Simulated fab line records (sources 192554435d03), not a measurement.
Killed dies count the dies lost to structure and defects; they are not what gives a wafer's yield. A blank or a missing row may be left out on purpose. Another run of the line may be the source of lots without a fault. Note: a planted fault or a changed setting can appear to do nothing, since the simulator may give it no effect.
Chamber matching -- flow n5-finfet -- ald-sin-04 running N5_STI_FIN_REVEAL_ALD_00: 4 sister chambers
The step deposits SiO2, target thk 1 nm, pulse time 1 s. 14 wafers are shown with their chamber, then 7 later ones without.

## WAFERS WITH THEIR CHAMBER
wafer,chamber,heater-power-w (W),precursor-pulse-height-rel
L074.1,0,433,1.020
L074.3,2,514,1.005
L074.6,3,498,1.013
L075.1,1,538,0.971
L075.4,1,545,0.997
L075.5,3,505,1.027
L077.3,0,409,0.989
L077.4,1,543,0.977
L077.6,1,548,0.987
L078.1,1,557,0.995
L078.3,3,498,1.011
L078.5,2,493,0.966
L088.1,3,498,0.974
L088.3,1,552,0.985

SIGNATURES, as means of the wafers listed above
reading,chamber 0,chamber 1,chamber 2,chamber 3,scatter within a chamber
heater-power-w,421.00,547.17,503.50,499.75,8.79
precursor-pulse-height-rel,1.00450,0.98533,0.98550,1.00625,0.0181
Rule: for a wafer and a chamber, the distance is found by dividing, reading by reading, the gap between the wafer's reading and the chamber's mean by the reading's scatter, squaring, summing and taking the root. The wafer belongs to the nearest chamber; if the next one is less than 2 further off, it can't be placed. The scatter is the square root of a quotient: the sum, over the shown wafers, of each reading's squared deviation from its chamber's mean, divided by wafers minus chambers.

## WAFERS WHOSE CHAMBER IS MISSING
wafer,heater-power-w (W),precursor-pulse-height-rel
L088.4,549,1.009
L089.3,521,0.983
L089.5,426,0.998
L089.6,544,1.011
L095.1,539,0.998
L095.2,503,1.023
L095.4,539,0.962

## EACH ONE'S CHAMBER
wafer,from the rows above,in truth
L088.4,1,1
L089.3,can't be placed: 2 or 3 or 1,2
L089.5,0,0
L089.6,1,1
L095.1,1,1
L095.2,can't be placed: 3 or 2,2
L095.4,1,1
Correctly placed: 5 of 7. Cannot be placed on the basis of these rows: 2; the candidates contain the true chamber in 2. Placed wrongly: 0.
